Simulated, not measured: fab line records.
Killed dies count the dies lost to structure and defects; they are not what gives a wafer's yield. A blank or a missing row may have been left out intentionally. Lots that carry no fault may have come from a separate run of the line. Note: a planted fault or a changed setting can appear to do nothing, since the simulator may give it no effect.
Commonality check across tools / flow nand_harc / 12 lots and 42 wafers in the sample

WHY THIS WAS OPENED
On 2 of the 12 lots, a flag is raised at NHARC_A_ONON_D2_THK_MEAS_05 on the reading thk_nm. Wafers without a fault read 1002 nm, standard deviation 11.
Rule: a lot gets a flag if all its wafers with a number sit over 4 standard deviations from that mean, or if no wafer of it has a number. The other lots count as sound.

lot=L983; measured=day 12 11:50; on=film_metro-02; thk_nm (nm), wafer by wafer=1005 1006 1006; flag=
lot=L986; measured=day 14 04:32; on=film_metro-01; thk_nm (nm), wafer by wafer=997 994 996; flag=
lot=L987; measured=day 14 13:15; on=film_metro-02; thk_nm (nm), wafer by wafer=1016 1015 1015; flag=
lot=L988; measured=day 15 05:21; on=film_metro-01; thk_nm (nm), wafer by wafer=990 990 989; flag=
lot=L989; measured=day 16 01:49; on=film_metro-02; thk_nm (nm), wafer by wafer=992 992 990; flag=
lot=L991; measured=day 16 14:35; on=film_metro-01; thk_nm (nm), wafer by wafer=1003 1002 1004; flag=
lot=L992; measured=day 16 14:44; on=film_metro-01; thk_nm (nm), wafer by wafer=1007 1007 1007; flag=
lot=L993; measured=day 17 07:17; on=film_metro-01; thk_nm (nm), wafer by wafer=1003 1004 1003; flag=
lot=L999; measured=day 19 19:21; on=film_metro-01; thk_nm (nm), wafer by wafer=594 593 593 593 594 592; flag=FLAGGED
lot=L100; measured=day 20 02:01; on=film_metro-01; thk_nm (nm), wafer by wafer=585 583 583 583 584 585; flag=FLAGGED
lot=L104; measured=day 22 09:58; on=film_metro-02; thk_nm (nm), wafer by wafer=1005 1005 1003; flag=
lot=L105; measured=day 22 10:02; on=film_metro-01; thk_nm (nm), wafer by wafer=998 1000 1002; flag=
On average the flagged lots' numbers are 588 nm, which is -414 nm against the usual, or -38 standard deviations.

TOOL THAT RAN EACH LOT
Before the reading, the record contains 2 process steps out of a 1302-step route. Read each cell as the tool, then ch plus the chambers that the sampled wafers visited, then the start.
lot=L983; flag=; NHARC_A_DECK1_JOINT_ETCHBACK_07=rie_si-04 ch 0,2,3, day 11 02:29; NHARC_A_ONON_D2_DEP_03=pecvd_onon-04 ch 0, day 12 11:19
lot=L986; flag=; NHARC_A_DECK1_JOINT_ETCHBACK_07=rie_si-04 ch 0,1,3, day 12 16:28; NHARC_A_ONON_D2_DEP_03=pecvd_onon-03 ch 0, day 14 04:05
lot=L987; flag=; NHARC_A_DECK1_JOINT_ETCHBACK_07=rie_si-02 ch 0,2, day 13 00:14; NHARC_A_ONON_D2_DEP_03=pecvd_onon-03 ch 0, day 14 12:44
lot=L988; flag=; NHARC_A_DECK1_JOINT_ETCHBACK_07=rie_si-03 ch 0,1,3, day 13 11:30; NHARC_A_ONON_D2_DEP_03=pecvd_onon-04 ch 0, day 15 04:58
lot=L989; flag=; NHARC_A_DECK1_JOINT_ETCHBACK_07=rie_si-02 ch 1,2, day 14 10:17; NHARC_A_ONON_D2_DEP_03=pecvd_onon-02 ch 0, day 16 01:22
lot=L991; flag=; NHARC_A_DECK1_JOINT_ETCHBACK_07=rie_si-02 ch 1,3, day 14 20:56; NHARC_A_ONON_D2_DEP_03=pecvd_onon-04 ch 0, day 16 14:05
lot=L992; flag=; NHARC_A_DECK1_JOINT_ETCHBACK_07=rie_si-03 ch 0,3, day 14 20:56; NHARC_A_ONON_D2_DEP_03=pecvd_onon-03 ch 0, day 16 14:14
lot=L993; flag=; NHARC_A_DECK1_JOINT_ETCHBACK_07=rie_si-02 ch 1,2, day 15 14:40; NHARC_A_ONON_D2_DEP_03=pecvd_onon-02 ch 0, day 17 06:46
lot=L999; flag=FLAGGED; NHARC_A_DECK1_JOINT_ETCHBACK_07=rie_si-04 ch 0,1, day 18 08:31; NHARC_A_ONON_D2_DEP_03=pecvd_onon-04 ch 0, day 19 18:54
lot=L100; flag=FLAGGED; NHARC_A_DECK1_JOINT_ETCHBACK_07=rie_si-04 ch 0,3, day 18 13:36; NHARC_A_ONON_D2_DEP_03=pecvd_onon-04 ch 0, day 20 01:31
lot=L104; flag=; NHARC_A_DECK1_JOINT_ETCHBACK_07=rie_si-03 ch 0,3, day 20 20:11; NHARC_A_ONON_D2_DEP_03=pecvd_onon-03 ch 0, day 22 09:30
lot=L105; flag=; NHARC_A_DECK1_JOINT_ETCHBACK_07=rie_si-02 ch 1,3, day 20 20:11; NHARC_A_ONON_D2_DEP_03=pecvd_onon-02 ch 0, day 22 09:31
What these steps do:
- NHARC_A_DECK1_JOINT_ETCHBACK_07: etches the open film in HBr, target depth 105 nm, time 26.9 s.
- NHARC_A_ONON_D2_DEP_03: target thk 1000 nm.
- NHARC_A_ONON_D2_THK_MEAS_05: measures by ellipsometry.

FLAGGED AGAINST TOTAL, ONE TOOL AT A TIME (gauges that did the reading follow at the end)
step=NHARC_A_DECK1_JOINT_ETCHBACK_07; tool=rie_si-02; lots run=5; flagged=0; share of the flagged lots=none; sound lots run after its first flagged lot=-
step=NHARC_A_DECK1_JOINT_ETCHBACK_07; tool=rie_si-03; lots run=3; flagged=0; share of the flagged lots=none; sound lots run after its first flagged lot=-
step=NHARC_A_DECK1_JOINT_ETCHBACK_07; tool=rie_si-04; lots run=4; flagged=2; share of the flagged lots=all; sound lots run after its first flagged lot=0
step=NHARC_A_ONON_D2_DEP_03; tool=pecvd_onon-02; lots run=3; flagged=0; share of the flagged lots=none; sound lots run after its first flagged lot=-
step=NHARC_A_ONON_D2_DEP_03; tool=pecvd_onon-03; lots run=4; flagged=0; share of the flagged lots=none; sound lots run after its first flagged lot=-
step=NHARC_A_ONON_D2_DEP_03; tool=pecvd_onon-04; lots run=5; flagged=2; share of the flagged lots=all; sound lots run after its first flagged lot=0
step=NHARC_A_ONON_D2_THK_MEAS_05; tool=film_metro-01; lots run=8; flagged=2; share of the flagged lots=all; sound lots run after its first flagged lot=1 (L105)
step=NHARC_A_ONON_D2_THK_MEAS_05; tool=film_metro-02; lots run=4; flagged=0; share of the flagged lots=none; sound lots run after its first flagged lot=-

WHAT THE TABLE ALLOWS
rie_si-04 at NHARC_A_DECK1_JOINT_ETCHBACK_07, pecvd_onon-04 at NHARC_A_ONON_D2_DEP_03 and film_metro-01 at NHARC_A_ONON_D2_THK_MEAS_05: these 3 rows of the table ran every flagged lot.
- rie_si-04 at NHARC_A_DECK1_JOINT_ETCHBACK_07: 2 of its 4 lots flagged. Its last sound lot is L986 (day 12 16:28), its first flagged lot L999 (day 18 08:31): a fault that began between those two fits.
- pecvd_onon-04 at NHARC_A_ONON_D2_DEP_03: 2 of its 5 lots flagged. Its last sound lot is L991 (day 16 14:05), its first flagged lot L999 (day 19 18:54): a fault that began between those two fits.
- film_metro-01 at NHARC_A_ONON_D2_THK_MEAS_05: 2 of its 8 lots flagged. Sound lots followed the first flagged one (L105) on it, something a lasting fault affecting the whole tool could not allow.
These 2 tools cannot be told apart by counting lots, since each of them fits a fault that started at some hour. More lots, or a look at what each step does to the wafer, might.

WHAT THE SIMULATOR PUT IN
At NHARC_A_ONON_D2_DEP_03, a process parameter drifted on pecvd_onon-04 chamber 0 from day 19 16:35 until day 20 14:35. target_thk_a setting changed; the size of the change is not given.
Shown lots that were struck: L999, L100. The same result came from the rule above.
